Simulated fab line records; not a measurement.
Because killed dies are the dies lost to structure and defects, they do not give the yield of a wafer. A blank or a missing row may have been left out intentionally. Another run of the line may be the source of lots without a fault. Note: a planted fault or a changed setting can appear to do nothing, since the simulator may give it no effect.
Which tool is to blame? ; flow nand-harc ; Sampling: 12 lots, 36 wafers, 3 of 1159 route steps

WHAT EACH GAUGE READ, for each wafer
NHARC_A_M0_INSPECT_11.
lot;measured;on;raw-defect-count
L074;day 17 22:09;defect-inspect-01;30 36 29
L078;day 18 03:49;defect-inspect-02;41 29 31
L080;day 18 19:20;defect-inspect-02;42 46 37
L083;day 19 05:40;defect-inspect-02;26 36 23
L085;day 19 22:04;defect-inspect-02;21 28 21
L084;day 20 06:42;defect-inspect-02;28 39 35
L086;day 20 08:17;defect-inspect-02;28 34 33
L088;day 21 03:22;defect-inspect-02;24 34 34
L091;day 21 18:42;defect-inspect-01;32 35 33
L092;day 21 23:43;defect-inspect-01;46 50 53
L094;day 22 06:54;defect-inspect-02;42 49 47
L096;day 23 01:52;defect-inspect-01;41 45 39

WHAT TOOL EACH LOT RAN ON (gives the tool, then ch and the chambers of the sampled wafers, and finally the start)
lot;NHARC_A_BLC_ETCH_16;NHARC_A_BLC_STRIP_29
L074;rie-diel-08 ch 0,1,2, day 17 14:14;rie-diel-05 ch 1,3, day 17 15:22
L078;rie-diel-01 ch 0,1,3, day 17 23:23;rie-diel-01 ch 1,2, day 18 00:19
L080;rie-diel-01 ch 0,2, day 18 15:24;rie-diel-08 ch 1,2, day 18 16:22
L083;rie-diel-01 ch 0,1,2, day 18 21:39;rie-diel-05 ch 0,1,3, day 18 22:37
L085;rie-diel-05 ch 0,1, day 19 14:13;rie-diel-01 ch 2,3, day 19 15:12
L084;rie-diel-01 ch 0,1,2, day 20 02:40;rie-diel-01 ch 0,3, day 20 03:37
L086;rie-diel-01 ch 1,2,3, day 20 04:02;rie-diel-05 ch 0,2,3, day 20 05:00
L088;rie-diel-05 ch 1,2,3, day 20 23:34;rie-diel-05 ch 0,2,3, day 21 00:32
L091;rie-diel-08 ch 2,3, day 21 11:10;rie-diel-05 ch 1,2,3, day 21 12:08
L092;rie-diel-05 ch 0,2,3, day 21 19:23;rie-diel-05 ch 0,1,3, day 21 20:26
L094;rie-diel-05 ch 0,2,3, day 22 00:47;rie-diel-01 ch 0,2,3, day 22 01:44
L096;rie-diel-01 ch 1,2, day 22 18:01;rie-diel-01 ch 2,3, day 22 18:58
- NHARC_A_BLC_ETCH_16: etches the open film in CF4, target depth 39 nm, time 65 s.
- NHARC_A_BLC_STRIP_29: strips in CF4.

THE ANSWER, worked out from the rows above alone
Rule: the usual values come from the lots themselves. Put in order of their means at a reading, lots are off if they are a third of the lots or fewer, leave a main group of 4 or more, and stand apart from it by a gap of 3 or more times the standard deviation of the main group's means; of several such gaps the widest counts. A main group is skipped when, at the precision printed for the reading in the tables above, its means are all equal. Also off: a lot with no number at a reading for which 4 or more lots have one. All remaining lots with rows at the step are treated as sound.
No lot is off at any reading shown: from this, nothing can be told.

WHAT WAS PUT IN BY THE SIMULATOR
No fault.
